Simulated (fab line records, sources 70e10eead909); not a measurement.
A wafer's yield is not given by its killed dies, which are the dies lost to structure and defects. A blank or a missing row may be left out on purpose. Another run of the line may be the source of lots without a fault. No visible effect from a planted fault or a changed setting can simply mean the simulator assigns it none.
Chamber matching + flow nandHarc + NHARC_A_M1_CMP_23 on cmp-03: 4 sister chambers
The step polishes, t overpolish 20 s, target thk 154.34 nm. 18 wafers are shown with their chamber, then 9 later ones without.

## WAFERS, EACH WITH ITS CHAMBER
| wafer  | chamber | motorCurrentA (A) | timeToEndpointS (s) |
|--------|---------|-------------------|---------------------|
| L074.1 | 3       | 11.4              | 27.9                |
| L074.4 | 1       | 10.0              | 26.9                |
| L074.6 | 3       | 11.8              | 26.6                |
| L081.2 | 0       | 8.3               | 28.2                |
| L081.5 | 0       | 7.8               | 27.2                |
| L081.6 | 1       | 10.0              | 29.6                |
| L083.1 | 2       | 12.7              | 27.2                |
| L083.2 | 0       | 8.5               | 28.8                |
| L083.3 | 1       | 10.3              | 27.6                |
| L085.1 | 1       | 10.5              | 28.6                |
| L085.3 | 0       | 8.4               | 27.4                |
| L085.4 | 3       | 11.6              | 30.0                |
| L088.1 | 2       | 11.7              | 24.0                |
| L088.5 | 0       | 8.3               | 25.1                |
| L088.6 | 3       | 11.5              | 25.6                |
| L092.1 | 1       | 10.7              | 27.7                |
| L092.3 | 2       | 12.6              | 25.7                |
| L092.4 | 3       | 12.0              | 27.9                |

SIGNATURES (means of the wafers above)
| reading         | chamber 0 | chamber 1 | chamber 2 | chamber 3 | scatter within a chamber |
|-----------------|-----------|-----------|-----------|-----------|--------------------------|
| motorCurrentA   | 8.260     | 10.300    | 12.333    | 11.660    | 0.328                    |
| timeToEndpointS | 27.340    | 28.080    | 25.633    | 27.600    | 1.42                     |
Rule: for each reading, subtract the chamber's mean from the wafer's reading, divide by that reading's scatter and square the result; add these up over the readings and take the root, which gives the wafer's distance from the chamber. If the next closest chamber is less than 2 further off than the closest, the wafer can't be placed; otherwise it belongs to the closest. The scatter: take each reading less its chamber's mean, square it, sum over the shown wafers, divide by the number of wafers less the number of chambers, and take the root.

## WAFERS WHOSE CHAMBER IS MISSING
| wafer  | motorCurrentA (A) | timeToEndpointS (s) |
|--------|-------------------|---------------------|
| L091.1 | 10.8              | 27.4                |
| L091.2 | 12.0              | 25.2                |
| L091.3 | 11.7              | 27.0                |
| L094.1 | 10.9              | 27.8                |
| L094.2 | 8.5               | 26.9                |
| L094.5 | 12.8              | 27.9                |
| L097.2 | 8.2               | 25.7                |
| L097.5 | 8.3               | 27.6                |
| L097.6 | 10.4              | 29.7                |

## WHICH CHAMBER EACH ONE RAN IN
| wafer  | from the rows above     | in truth |
|--------|-------------------------|----------|
| L091.1 | can't be placed: 1 or 3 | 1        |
| L091.2 | can't be placed: 2 or 3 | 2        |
| L091.3 | can't be placed: 3 or 2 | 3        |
| L094.1 | can't be placed: 1 or 3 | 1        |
| L094.2 | 0                       | 0        |
| L094.5 | can't be placed: 2 or 3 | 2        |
| L097.2 | 0                       | 0        |
| L097.5 | 0                       | 0        |
| L097.6 | 1                       | 1        |
Correctly placed: 4 of 9. Cannot be placed on the basis of these rows: 5; the candidates contain the true chamber in 5. 0 placed wrongly.
